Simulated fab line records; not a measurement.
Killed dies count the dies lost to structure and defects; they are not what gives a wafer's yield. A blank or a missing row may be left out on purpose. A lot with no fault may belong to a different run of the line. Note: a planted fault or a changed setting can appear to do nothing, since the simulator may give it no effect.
fab line records	flow nand_harc
record lots=24	wafers=72	last_day=34
route steps=1302 shown P_CONTACT@235 P_M0@265 P_M1@310 P_M2@330
lots that met no fault: taken from a fault-free run of the same line
start_h: hours from the record's first day to the start of the lot's first wafer shown	wait_h: hours since the lot's step before	" repeats the value in the row above	L1.1+2: several wafers, shown together as one row	- no value present, or no start provided	* or withheld: withheld	< > ~ a bound
route shown NAME@n: NAME is a module with steps in the file, n the number in the route of the first one	usual: mean/standard deviation of fault-free wafers	same: alike in all rows	chamber/n: place in a boat	sites: per-site readings	_std_site: standard deviation across them	_edge_site: the outer-site mean with the inner-site mean subtracted	radius_mm: how far each site lies from the wafer's centre	mask NAME#n: copy n	behind: the most recent tool/chamber to have shaped the wafer	hold: what put the lot on hold/how long, in hours/how the hold closed	device: the n, p or np transistor that did not switch	end of line: the route-end tests of the same wafers	where a step has no rows: the recipe by itself	killed: dies that structure and defects cost at the first sort, which is not the same as the wafer's yield	map: the dies of a wafer, with x for killed, . for not killed, _ for no die there
set.NAME: setting as actually run; set.NAME@STEP: the setting as run at that earlier step	model.NAME: the simulator's own value behind a step, which no gauge read
steps of the route over a sample of lots; a table a step, a row a wafer
services: the hour from which a tool's chamber was out of use, counted from the record's first day as start_h (under 0 if before that day), plus the number of hours and why
## steps
# step NHARC_P_CONTACT_DESCUM_17
# recipe time_s=3	o2_flow_sccm=200	ar_flow_sccm=0	bias_power_w=0	chemistry=O2
# usual drypump_motor_current_A=5.5/0.44	oes_product_au=1.001/0.01	rf_vpp_V=57.7/0.92	showerhead_plenum_p_Torr=1.91/0.096	throttle_valve_pct=11.311/0.01
# same bias_power_w=0
lot.wafer	tool	chamber	start_h	wait_h	drypump_motor_current_A	oes_product_au	rf_hours_counter_h	rf_vpp_V	showerhead_plenum_p_Torr	throttle_valve_pct
L074.3	rie_diel-01	0	120.24	0.1	5.2	1.002	2.4	57.7	1.85	11.334
L074.1	"	1	"	"	5.2	1.009	2.2	56.3	1.79	11.298
L074.5	"	0	"	"	5.2	1.002	-	59.0	1.86	11.326
L075.1	rie_diel-06	1	123.29	0.1	5.8	0.984	4.4	56.7	1.87	11.321
L075.3	"	2	"	"	4.9	0.997	4.8	58.6	2.06	11.311
L075.4	"	3	"	"	6.0	1.001	5.0	58.7	2.05	11.324
L076.1	rie_diel-05	0	133.60	0.1	5.0	1.019	3.1	57.1	1.83	11.313
L076.4	"	3	"	"	5.1	0.999	3.8	56.8	1.92	11.313
L076.6	"	1	"	"	6.0	1.000	-	57.3	1.86	11.297
L077.3	rie_diel-06	3	151.79	0.1	6.0	0.980	0.4	58.0	2.05	11.315
L077.6	"	1	"	"	5.8	1.006	-	56.9	1.87	11.310
L077.5	"	2	"	"	4.8	1.001	-	58.3	2.06	11.299
L078.4	rie_diel-06	1	156.75	0.1	5.8	0.996	0.9	57.1	1.87	11.308
L078.3	"	3	"	"	6.0	0.984	0.7	59.9	2.05	11.312
L078.6	"	1	"	"	5.8	1.009	-	57.8	1.87	11.314
L079.1	rie_diel-06	1	161.83	0.1	5.8	0.999	1.4	58.5	1.87	11.310
L079.4	"	3	"	"	6.0	0.979	0.9	58.7	2.05	11.314
L079.5	"	1	"	"	5.7	1.006	-	57.0	1.87	11.310
L080.2	rie_diel-05	0	177.94	0.1	5.1	1.012	5.0	57.0	1.83	11.312
L080.4	"	2	"	"	5.7	1.014	4.6	58.4	1.83	11.303
L080.6	"	0	"	"	5.1	1.003	-	57.5	1.83	11.304
L081.3	rie_diel-06	0	188.35	0.1	5.8	0.990	1.8	56.7	1.97	11.329
L081.4	"	2	"	"	4.8	0.989	1.7	57.6	2.06	11.312
L081.5	"	0	"	"	5.8	0.980	-	57.7	1.97	11.307
L082.3	rie_diel-01	1	201.29	0.1	5.1	1.001	4.1	59.1	1.79	11.306
L082.6	"	1	"	"	5.1	1.005	-	57.1	1.79	11.324
L082.5	"	2	"	"	5.8	1.011	-	59.6	2.04	11.316
L083.2	rie_diel-05	2	206.94	0.1	5.8	1.007	5.9	57.2	1.83	11.317
L083.1	"	3	"	"	5.1	1.003	7.1	57.4	1.92	11.305
L083.3	"	1	"	"	6.0	0.991	6.1	57.3	1.86	11.315
L084.3	rie_diel-06	2	219.25	0.1	4.8	0.997	2.6	59.2	2.06	11.306
L084.2	"	0	"	"	5.8	0.993	2.6	58.0	1.97	11.299
L084.6	"	0	"	"	5.8	0.983	-	58.4	1.97	11.313
L085.4	rie_diel-01	0	236.49	0.1	5.2	1.018	0.3	57.4	1.85	11.293
L085.6	"	3	"	"	6.1	1.000	-	57.2	1.80	11.309
L085.5	"	0	"	"	5.1	1.026	-	58.1	1.85	11.297
L086.2	rie_diel-01	2	240.01	0.1	5.9	1.016	0.8	59.2	2.04	11.314
L086.6	"	0	"	"	5.2	1.014	-	55.7	1.85	11.317
L086.5	"	1	"	"	5.1	1.002	-	58.2	1.79	11.310
L087.2	rie_diel-01	0	246.69	0.1	5.1	1.006	0.8	57.4	1.85	11.307
L087.3	"	3	"	"	6.1	0.988	0.9	56.6	1.80	11.308
L087.6	"	1	"	"	5.1	1.003	-	59.4	1.79	11.299
L088.4	rie_diel-05	0	263.86	0.1	5.1	1.008	1.0	56.0	1.83	11.319
L088.3	"	1	"	"	6.0	1.014	0.8	57.1	1.86	11.323
L088.6	"	2	"	"	5.8	0.998	-	57.1	1.83	11.313
L089.4	rie_diel-01	3	264.40	0.1	6.1	1.001	1.6	56.1	1.80	11.313
L089.3	"	0	"	"	5.2	1.013	1.8	56.1	1.85	11.314
L089.5	"	3	"	"	6.1	1.004	-	57.3	1.80	11.330
L090.3	rie_diel-06	1	283.39	0.1	5.8	0.989	3.8	58.3	1.87	11.317
L090.2	"	0	"	"	5.8	0.991	4.1	58.7	1.97	11.305
L090.6	"	1	"	"	5.8	1.000	-	58.7	1.87	11.312
L091.1	rie_diel-01	1	286.79	0.1	5.2	0.995	2.9	56.4	1.79	11.315
L091.4	"	3	"	"	6.1	0.999	2.1	57.2	1.80	11.312
L091.6	"	1	"	"	5.1	1.005	-	55.9	1.79	11.312
L092.3	rie_diel-05	0	295.39	0.1	5.0	0.989	2.1	58.0	1.83	11.301
L092.4	"	2	"	"	5.7	1.005	1.9	56.3	1.83	11.312
L092.5	"	0	"	"	5.0	0.996	-	56.2	1.83	11.311
L093.3	rie_diel-05	3	308.83	0.1	5.1	1.000	3.3	56.1	1.92	11.301
L093.2	"	1	"	"	6.0	1.010	3.0	58.0	1.86	11.306
L093.4	"	2	"	"	5.8	1.010	3.1	58.8	1.83	11.304
L094.4	rie_diel-01	2	324.90	0.1	5.8	1.012	-	59.3	2.04	11.324
L094.6	"	3	"	"	6.2	1.007	-	58.7	1.80	11.305
L094.5	"	0	"	"	5.2	1.013	-	56.4	1.85	11.316
L095.2	rie_diel-01	0	337.98	0.1	5.2	1.005	4.7	57.1	1.85	11.316
L095.5	"	0	"	"	5.2	1.018	-	57.4	1.85	11.322
L095.4	"	3	"	"	6.2	1.009	-	58.3	1.80	11.309
L096.4	rie_diel-05	2	340.83	0.1	5.8	0.998	5.1	57.9	1.83	11.320
L096.1	"	1	"	"	6.0	0.999	4.5	55.9	1.85	11.330
L096.5	"	2	"	"	5.8	1.012	-	57.8	1.83	11.293
L097.1	rie_diel-06	0	348.09	0.1	5.7	0.989	0.4	58.8	1.97	11.317
L097.3	"	1	"	"	5.7	0.993	0.4	57.6	1.87	11.328
L097.5	"	0	"	"	5.7	0.982	-	56.6	1.97	11.326
# step NHARC_P_M0_INSPECT_11
# usual raw_defect_count=4.3/2.3
lot.wafer	tool	chamber	start_h	wait_h	raw_defect_count
L074.1	defect_inspect-02	-	124.36	0.0	2
L074.3	"	-	"	"	4
L074.5	"	-	"	"	3
L075.1	defect_inspect-02	-	127.38	0.0	2
L075.3	"	-	"	"	4
L075.4	"	-	"	"	5
L076.1	defect_inspect-02	-	137.89	0.0	10
L076.4	"	-	"	"	10
L076.6	"	-	"	"	8
L077.3	defect_inspect-01	-	155.78	0.1	8
L077.5	"	-	"	"	5
L077.6	"	-	"	"	7
L078.3	defect_inspect-02	-	160.86	0.0	3
L078.4	"	-	"	"	1
L078.6	"	-	"	"	7
L079.1	defect_inspect-02	-	166.06	0.0	4
L079.4	"	-	"	"	3
L079.5	"	-	"	"	4
L080.2	defect_inspect-02	-	182.49	0.0	0
L080.4	"	-	"	"	1
L080.6	"	-	"	"	4
L081.3	defect_inspect-01	-	192.87	0.0	0
L081.4	"	-	"	"	3
L081.5	"	-	"	"	3
L082.3	defect_inspect-02	-	205.40	0.0	10
L082.5	"	-	"	"	5
L082.6	"	-	"	"	4
L083.1	defect_inspect-01	-	211.04	0.0	4
L083.2	"	-	"	"	4
L083.3	"	-	"	"	8
L084.2	defect_inspect-02	-	223.39	0.0	5
L084.3	"	-	"	"	5
L084.6	"	-	"	"	6
L085.4	defect_inspect-01	-	241.00	0.0	4
L085.5	"	-	"	"	0
L085.6	"	-	"	"	5
L086.2	defect_inspect-02	-	243.98	0.0	5
L086.5	"	-	"	"	7
L086.6	"	-	"	"	3
L087.2	defect_inspect-02	-	250.93	0.0	7
L087.3	"	-	"	"	2
L087.6	"	-	"	"	3
L088.3	defect_inspect-02	-	267.94	0.0	4
L088.4	"	-	"	"	5
L088.6	"	-	"	"	6
L089.3	defect_inspect-02	-	268.49	0.0	1
L089.4	"	-	"	"	2
L089.5	"	-	"	"	3
L090.2	defect_inspect-02	-	287.50	0.0	2
L090.3	"	-	"	"	5
L090.6	"	-	"	"	1
L091.1	defect_inspect-02	-	290.95	0.0	2
L091.4	"	-	"	"	4
L091.6	"	-	"	"	5
L092.3	defect_inspect-02	-	299.48	0.0	1
L092.4	"	-	"	"	2
L092.5	"	-	"	"	1
L093.2	defect_inspect-01	-	313.04	0.0	6
L093.3	"	-	"	"	3
L093.4	"	-	"	"	6
L094.4	defect_inspect-01	-	329.12	0.0	11
L094.5	"	-	"	"	4
L094.6	"	-	"	"	6
L095.2	defect_inspect-01	-	342.22	0.0	2
L095.4	"	-	"	"	2
L095.5	"	-	"	"	5
L096.1	defect_inspect-01	-	344.95	0.0	4
L096.4	"	-	"	"	6
L096.5	"	-	"	"	3
L097.1	defect_inspect-02	-	352.07	0.0	4
L097.3	"	-	"	"	3
L097.5	"	-	"	"	3
# step NHARC_P_M1_ANNEAL_31
# recipe temp_c=225	time_s=90
# usual anneal_temp_c_max=226.8/0.37	wafer_temp_C_max=226.02/0.24
lot.wafer	tool	chamber	start_h	wait_h	anneal_temp_c_max	wafer_temp_C_max
L074.1	rtp_anneal-01	0	130.22	0.3	226.9	226.08
L074.3	"	0	"	"	226.8	225.82
L074.5	"	0	"	"	227.0	226.02
L075.1	rtp_anneal-02	0	133.19	0.3	226.4	225.80
L075.3	"	0	"	"	227.2	225.94
L075.4	"	0	"	"	226.8	225.71
L076.1	rtp_anneal-02	0	143.85	0.3	226.5	226.06
L076.4	"	0	"	"	227.0	226.03
L076.6	"	0	"	"	227.0	225.89
L077.3	rtp_anneal-02	0	161.90	-	227.2	226.06
L077.5	"	0	"	"	227.3	225.59
L077.6	"	0	"	"	227.2	225.74
L078.3	rtp_anneal-02	0	167.15	-	226.8	225.89
L078.4	"	0	"	"	227.4	226.38
L078.6	"	0	"	"	226.7	225.81
L079.1	rtp_anneal-02	0	172.08	0.3	226.6	225.75
L079.4	"	0	"	"	226.9	225.67
L079.5	"	0	"	"	227.7	226.15
L080.2	rtp_anneal-01	0	188.29	-	226.6	226.29
L080.4	"	0	"	"	226.8	225.59
L080.6	"	0	"	"	226.8	225.82
L081.3	rtp_anneal-02	0	198.81	-	227.1	226.08
L081.4	"	0	"	"	226.9	226.49
L081.5	"	0	"	"	227.4	225.89
L082.3	rtp_anneal-01	0	211.40	-	226.5	226.18
L082.5	"	0	"	"	226.5	226.00
L082.6	"	0	"	"	226.0	226.44
L083.1	rtp_anneal-01	0	216.91	-	227.1	225.94
L083.2	"	0	"	"	226.6	225.78
L083.3	"	0	"	"	226.5	225.97
L084.2	rtp_anneal-02	0	229.79	-	226.6	225.82
L084.3	"	0	"	"	226.8	225.95
L084.6	"	0	"	"	227.0	226.16
L085.4	rtp_anneal-01	0	247.04	0.3	227.4	226.00
L085.5	"	0	"	"	226.4	225.94
L085.6	"	0	"	"	226.7	225.84
L086.2	rtp_anneal-01	0	250.40	-	226.8	225.84
L086.5	"	0	"	"	227.3	226.02
L086.6	"	0	"	"	227.0	226.06
L087.2	rtp_anneal-02	0	256.84	-	227.0	226.27
L087.3	"	0	"	"	227.4	226.36
L087.6	"	0	"	"	228.0	225.91
L088.3	rtp_anneal-02	0	273.93	-	226.6	225.74
L088.4	"	0	"	"	227.1	226.40
L088.6	"	0	"	"	227.3	226.26
L089.3	rtp_anneal-01	0	274.46	0.3	226.2	225.95
L089.4	"	0	"	"	226.3	225.69
L089.5	"	0	"	"	227.1	226.01
L090.2	rtp_anneal-02	0	293.55	0.3	227.4	225.86
L090.3	"	0	"	"	227.1	226.16
L090.6	"	0	"	"	226.6	225.68
L091.1	rtp_anneal-02	0	296.68	0.3	226.2	225.68
L091.4	"	0	"	"	227.1	226.06
L091.6	"	0	"	"	226.7	225.74
L092.3	rtp_anneal-01	0	305.57	-	227.4	226.68
L092.4	"	0	"	"	226.6	226.00
L092.5	"	0	"	"	226.8	226.28
L093.2	rtp_anneal-01	0	318.99	-	226.4	226.02
L093.3	"	0	"	"	226.3	225.74
L093.4	"	0	"	"	227.7	225.90
L094.4	rtp_anneal-01	0	336.48	-	227.1	226.36
L094.5	"	0	"	"	227.2	225.95
L094.6	"	0	"	"	226.5	226.17
L095.2	rtp_anneal-01	0	348.19	0.3	226.4	226.60
L095.4	"	0	"	"	227.0	226.20
L095.5	"	0	"	"	226.5	226.65
L096.1	rtp_anneal-02	0	350.87	-	226.9	225.62
L096.4	"	0	"	"	227.3	225.91
L096.5	"	0	"	"	226.8	225.78
L097.1	rtp_anneal-01	0	358.05	-	226.8	226.12
L097.3	"	0	"	"	226.7	226.26
L097.5	"	0	"	"	227.4	226.26
# step NHARC_P_M1_CMP_23
# recipe t_overpolish_s=20	target_thk_nm=157.82
# usual motor_current_A=11.8/1	time_to_endpoint_s=29/3.2
# same t_overpolish_s=20
lot.wafer	tool	chamber	start_h	wait_h	motor_current_A	time_to_endpoint_s
L074.3	cmp-04	0	130.57	-	11.7	31
L074.1	"	1	"	"	9.6	26
L074.5	"	1	"	"	9.7	26
L075.3	cmp-04	3	133.85	-	11.3	30
L075.4	"	0	"	"	12.6	26
L075.1	"	1	"	"	10.2	25
L076.1	cmp-03	3	144.20	-	13.1	30
L076.4	"	1	"	"	11.0	25
L076.6	"	3	"	"	12.5	29
L077.3	cmp-03	1	162.23	-	11.6	28
L077.6	"	2	"	"	12.4	30
L077.5	"	3	"	"	13.6	33
L078.3	cmp-03	0	167.42	-	10.5	28
L078.4	"	1	"	"	10.9	25
L078.6	"	3	"	"	13.0	32
L079.4	cmp-04	3	172.42	-	12.6	33
L079.1	"	0	"	"	12.0	28
L079.5	"	0	"	"	12.4	28
L080.4	cmp-02	2	188.58	-	13.3	33
L080.2	"	3	"	"	10.6	28
L080.6	"	2	"	"	12.8	31
L081.4	cmp-04	1	199.07	-	9.8	27
L081.3	"	3	"	"	12.4	32
L081.5	"	1	"	"	9.5	26
L082.3	cmp-03	1	211.64	-	11.2	26
L082.6	"	1	"	"	11.9	28
L082.5	"	2	"	"	12.1	30
L083.2	cmp-04	1	217.26	-	9.8	29
L083.3	"	2	"	"	13.5	27
L083.1	"	3	"	"	12.4	32
L084.2	cmp-02	3	230.09	-	11.1	19
L084.3	"	0	"	"	12.8	24
L084.6	"	0	"	"	12.9	20
L085.4	cmp-03	0	247.23	-	10.2	31
L085.5	"	0	"	"	10.5	27
L085.6	"	1	"	"	11.6	24
L086.2	cmp-04	2	250.75	-	13.0	25
L086.6	"	0	"	"	11.8	29
L086.5	"	1	"	"	10.1	24
L087.2	cmp-02	0	257.13	-	13.1	28
L087.3	"	3	"	"	11.2	28
L087.6	"	1	"	"	10.9	29
L088.4	cmp-03	3	274.18	-	12.4	30
L088.3	"	1	"	"	11.2	25
L088.6	"	3	"	"	12.7	30
L089.4	cmp-02	1	274.70	-	11.9	30
L089.3	"	2	"	"	13.1	33
L089.5	"	2	"	"	13.0	35
L090.3	cmp-02	3	293.85	-	10.9	24
L090.2	"	2	"	"	12.5	28
L090.6	"	3	"	"	11.2	25
L091.4	cmp-02	3	297.03	-	10.5	31
L091.1	"	1	"	"	11.0	28
L091.6	"	3	"	"	10.8	28
L092.4	cmp-02	2	305.81	-	12.4	33
L092.3	"	3	"	"	10.7	30
L092.5	"	3	"	"	11.2	31
L093.4	cmp-03	1	319.28	-	11.3	24
L093.2	"	3	"	"	13.1	28
L093.3	"	0	"	"	10.4	24
L094.4	cmp-03	0	336.75	-	10.0	26
L094.6	"	1	"	"	12.1	26
L094.5	"	2	"	"	12.9	28
L095.4	cmp-04	0	348.54	-	12.5	33
L095.2	"	1	"	"	9.6	30
L095.5	"	3	"	"	11.8	37
L096.4	cmp-02	1	351.25	-	11.1	30
L096.1	"	2	"	"	12.4	35
L096.5	"	0	"	"	13.4	30
L097.1	cmp-02	2	358.45	-	12.8	31
L097.3	"	3	"	"	10.5	27
L097.5	"	1	"	"	11.7	27
# step NHARC_P_M2_INSPECT_11
# usual raw_defect_count=4.6/2.4
lot.wafer	tool	chamber	start_h	wait_h	raw_defect_count
L074.1	defect_inspect-02	-	132.55	0.0	2
L074.3	"	-	"	"	3
L074.5	"	-	"	"	6
L075.1	defect_inspect-01	-	135.72	0.0	5
L075.3	"	-	"	"	5
L075.4	"	-	"	"	4
L076.1	defect_inspect-02	-	146.19	0.0	7
L076.4	"	-	"	"	11
L076.6	"	-	"	"	9
L077.3	defect_inspect-01	-	164.01	0.0	6
L077.5	"	-	"	"	4
L077.6	"	-	"	"	6
L078.3	defect_inspect-02	-	169.24	0.0	3
L078.4	"	-	"	"	3
L078.6	"	-	"	"	5
L079.1	defect_inspect-02	-	174.29	0.0	6
L079.4	"	-	"	"	4
L079.5	"	-	"	"	4
L080.2	defect_inspect-01	-	190.58	0.0	2
L080.4	"	-	"	"	2
L080.6	"	-	"	"	1
L081.3	defect_inspect-02	-	201.03	0.0	7
L081.4	"	-	"	"	9
L081.5	"	-	"	"	6
L082.3	defect_inspect-01	-	213.64	0.0	7
L082.5	"	-	"	"	7
L082.6	"	-	"	"	2
L083.1	defect_inspect-01	-	219.28	0.0	3
L083.2	"	-	"	"	4
L083.3	"	-	"	"	5
L084.2	defect_inspect-02	-	232.08	0.0	4
L084.3	"	-	"	"	6
L084.6	"	-	"	"	3
L085.4	defect_inspect-02	-	249.23	0.0	3
L085.5	"	-	"	"	2
L085.6	"	-	"	"	3
L086.2	defect_inspect-01	-	252.67	0.0	6
L086.5	"	-	"	"	7
L086.6	"	-	"	"	4
L087.2	defect_inspect-02	-	259.14	0.0	7
L087.3	"	-	"	"	8
L087.6	"	-	"	"	2
L088.3	defect_inspect-01	-	276.17	0.0	5
L088.4	"	-	"	"	0
L088.6	"	-	"	"	7
L089.3	defect_inspect-01	-	276.71	0.0	2
L089.4	"	-	"	"	4
L089.5	"	-	"	"	1
L090.2	defect_inspect-02	-	295.84	0.0	3
L090.3	"	-	"	"	4
L090.6	"	-	"	"	2
L091.1	defect_inspect-02	-	299.02	0.0	3
L091.4	"	-	"	"	4
L091.6	"	-	"	"	13
L092.3	defect_inspect-01	-	309.02	0.0	1
L092.4	"	-	"	"	4
L092.5	"	-	"	"	1
L093.2	defect_inspect-01	-	321.27	0.0	8
L093.3	"	-	"	"	7
L093.4	"	-	"	"	5
L094.4	defect_inspect-01	-	338.53	0.0	11
L094.5	"	-	"	"	6
L094.6	"	-	"	"	5
L095.2	defect_inspect-02	-	350.35	0.0	2
L095.4	"	-	"	"	2
L095.5	"	-	"	"	8
L096.1	defect_inspect-01	-	353.08	0.0	3
L096.4	"	-	"	"	6
L096.5	"	-	"	"	2
L097.1	defect_inspect-02	-	360.41	0.0	3
L097.3	"	-	"	"	5
L097.5	"	-	"	"	3
# step NHARC_P_M2_DESCUM_14
# recipe time_s=3	o2_flow_sccm=200	ar_flow_sccm=0	bias_power_w=0	chemistry=O2
# usual drypump_motor_current_A=5.9/0.38	oes_product_au=1.001/0.012	rf_vpp_V=57.8/0.84	showerhead_plenum_p_Torr=1.95/0.085	throttle_valve_pct=11.312/0.009
# same bias_power_w=0
lot.wafer	tool	chamber	start_h	wait_h	drypump_motor_current_A	oes_product_au	rf_hours_counter_h	rf_vpp_V	showerhead_plenum_p_Torr	throttle_valve_pct
L074.1	rie_diel-11	3	132.62	0.1	5.5	1.003	2.8	60.0	2.07	11.304
L074.3	"	1	"	"	6.2	1.030	1.6	57.5	1.88	11.310
L074.5	"	3	"	"	5.5	1.002	-	56.8	2.07	11.313
L075.4	rie_diel-03	0	135.78	0.1	5.9	1.001	0.4	56.8	1.86	11.309
L075.3	"	1	"	"	5.7	0.989	0.4	58.3	1.94	11.322
L075.1	"	3	"	"	5.9	1.003	0.3	58.9	2.01	11.334
L076.4	rie_diel-11	0	146.26	0.1	5.3	1.017	2.6	57.1	1.91	11.314
L076.1	"	2	"	"	6.3	1.012	2.3	58.8	2.04	11.309
L076.6	"	0	"	"	5.3	1.017	-	58.0	1.91	11.308
L077.3	rie_diel-13	1	164.07	0.1	5.8	1.007	6.9	56.9	1.98	11.314
L077.5	"	1	"	"	5.9	0.993	-	58.0	1.98	11.306
L077.6	"	2	"	"	6.1	0.991	-	58.2	1.79	11.317
L078.4	rie_diel-11	0	169.31	0.1	5.3	1.012	3.7	57.3	1.91	11.294
L078.3	"	2	"	"	6.4	1.009	3.5	57.6	2.04	11.326
L078.6	"	0	"	"	5.3	1.010	-	57.8	1.91	11.342
L079.1	rie_diel-13	1	174.36	0.1	5.8	0.997	0	57.9	1.98	11.301
L079.4	"	3	"	"	5.5	1.003	0	57.9	1.98	11.305
L079.5	"	1	"	"	5.9	0.999	-	57.2	1.98	11.297
L080.2	rie_diel-11	0	190.66	0.1	5.3	0.992	5.0	57.1	1.91	11.311
L080.4	"	1	"	"	6.1	1.013	4.5	56.9	1.88	11.302
L080.6	"	2	"	"	6.4	1.014	-	58.6	2.04	11.324
L081.3	rie_diel-13	1	201.09	0.1	5.8	0.997	1.5	58.0	1.98	11.318
L081.4	"	0	"	"	6.5	1.015	1.4	58.5	2.02	11.314
L081.5	"	1	"	"	5.9	0.993	-	56.9	1.98	11.301
L082.3	rie_diel-03	2	213.70	0.1	5.7	1.006	5.1	56.7	1.97	11.312
L082.5	"	2	"	"	5.7	1.009	-	57.2	1.97	11.318
L082.6	"	1	"	"	5.7	0.987	-	59.0	1.94	11.308
L083.2	rie_diel-13	2	219.34	0.1	6.1	0.986	2.4	57.2	1.79	11.314
L083.1	"	0	"	"	6.5	1.005	2.1	58.5	2.02	11.316
L083.3	"	1	"	"	5.8	0.994	2.1	56.8	1.98	11.319
L084.3	rie_diel-13	1	232.14	0.1	5.9	1.001	2.4	57.5	1.98	11.319
L084.2	"	2	"	"	6.1	1.001	2.7	56.4	1.79	11.315
L084.6	"	0	"	"	6.5	1.004	-	59.4	2.02	11.331
L085.4	rie_diel-13	1	249.29	0.1	5.8	0.993	3.2	58.0	1.98	11.316
L085.5	"	0	"	"	6.5	1.014	-	58.4	2.02	11.324
L085.6	"	1	"	"	5.9	0.996	-	56.4	1.98	11.315
L086.2	rie_diel-13	3	252.75	0.1	5.6	1.011	3.4	58.5	1.98	11.307
L086.5	"	0	"	"	6.5	1.013	-	59.3	2.02	11.302
L086.6	"	1	"	"	5.9	1.000	-	57.3	1.98	11.313
L087.2	rie_diel-13	2	259.21	0.1	6.1	0.966	4.1	57.3	1.79	11.303
L087.3	"	3	"	"	5.5	1.007	3.8	56.2	1.98	11.319
L087.6	"	1	"	"	5.9	0.991	-	57.7	1.98	11.312
L088.3	rie_diel-13	3	276.24	0.1	5.5	1.016	4.2	59.7	1.98	11.312
L088.4	"	0	"	"	6.4	1.002	4.3	58.0	2.01	11.300
L088.6	"	2	"	"	6.1	0.978	-	56.5	1.79	11.310
L089.4	rie_diel-13	2	276.77	0.1	6.1	0.981	4.6	57.2	1.79	11.325
L089.3	"	0	"	"	6.5	1.005	4.3	59.5	2.01	11.303
L089.5	"	3	"	"	5.6	1.016	-	57.4	1.98	11.314
L090.2	rie_diel-13	1	295.90	0.1	5.8	0.994	5.2	57.4	1.98	11.294
L090.3	"	0	"	"	6.5	1.007	5.2	59.1	2.01	11.316
L090.6	"	2	"	"	6.1	0.984	-	56.8	1.79	11.325
L091.4	rie_diel-11	2	299.08	0.1	6.4	1.013	2.8	58.3	2.03	11.301
L091.1	"	0	"	"	5.3	0.993	1.6	57.8	1.91	11.337
L091.6	"	2	"	"	6.4	1.011	-	57.9	2.04	11.317
L092.4	rie_diel-11	0	309.12	0.1	5.3	0.991	2.1	57.2	1.91	11.311
L092.3	"	1	"	"	6.1	0.995	2.5	58.6	1.87	11.317
L092.5	"	2	"	"	6.4	1.013	-	57.5	2.03	11.314
L093.2	rie_diel-13	0	321.34	0.1	6.5	1.013	6.7	57.9	2.01	11.310
L093.3	"	1	"	"	5.8	0.991	6.6	58.0	1.98	11.311
L093.4	"	2	"	"	6.1	0.989	6.8	58.0	1.79	11.314
L094.4	rie_diel-11	1	338.59	0.1	6.2	0.996	3.5	57.8	1.87	11.312
L094.6	"	0	"	"	5.3	0.994	-	57.5	1.91	11.319
L094.5	"	1	"	"	6.1	1.000	-	57.5	1.87	11.315
L095.2	rie_diel-03	0	350.42	0.1	5.9	1.014	4.4	57.9	1.85	11.316
L095.4	"	1	"	"	5.7	0.999	4.5	56.9	1.94	11.317
L095.5	"	3	"	"	5.9	1.012	-	58.3	2.01	11.296
L096.1	rie_diel-11	0	353.15	0.1	5.3	0.997	4.2	56.9	1.91	11.321
L096.4	"	1	"	"	6.2	0.999	4.7	56.8	1.87	11.312
L096.5	"	3	"	"	5.5	0.987	-	58.1	2.06	11.306
L097.1	rie_diel-13	2	360.48	0.1	6.1	0.998	1.2	57.5	1.78	11.329
L097.3	"	3	"	"	5.6	1.004	1.2	58.0	1.97	11.309
L097.5	"	1	"	"	5.9	1.017	-	56.8	1.98	11.296
## services
tool	chamber	start_h	hours	kind
cmp-03	-	100.07	4.0	pm
rie_diel-13	2	113.02	9.4	repair
rie_diel-11	3	115.96	2.5	repair
rie_diel-11	1	121.85	6.4	repair
rie_diel-11	2	122.63	10.9	repair
rie_diel-06	2	125.34	2.6	repair
rie_diel-06	-	130.20	9.0	pm
cmp-02	-	134.63	4.0	pm
cmp-02	-	162.05	1.2	repair
rie_diel-13	-	165.00	9.0	pm
cmp-03	-	177.26	10.4	repair
cmp-02	-	194.54	10.6	repair
rie_diel-01	-	203.80	9.0	pm
rie_diel-13	3	213.86	12.8	repair
rie_diel-01	-	222.93	0.5	repair
cmp-02	-	232.63	4.0	pm
cmp-02	-	241.54	1.5	repair
rie_diel-13	-	274.15	1.1	repair
rie_diel-01	2	300.56	9.2	repair
rie_diel-01	3	302.29	13.9	repair
cmp-02	-	318.06	2.7	repair
rie_diel-01	1	319.99	20.5	repair
cmp-02	-	330.63	4.0	pm
rie_diel-13	-	342.00	9.0	pm
## key
fault none
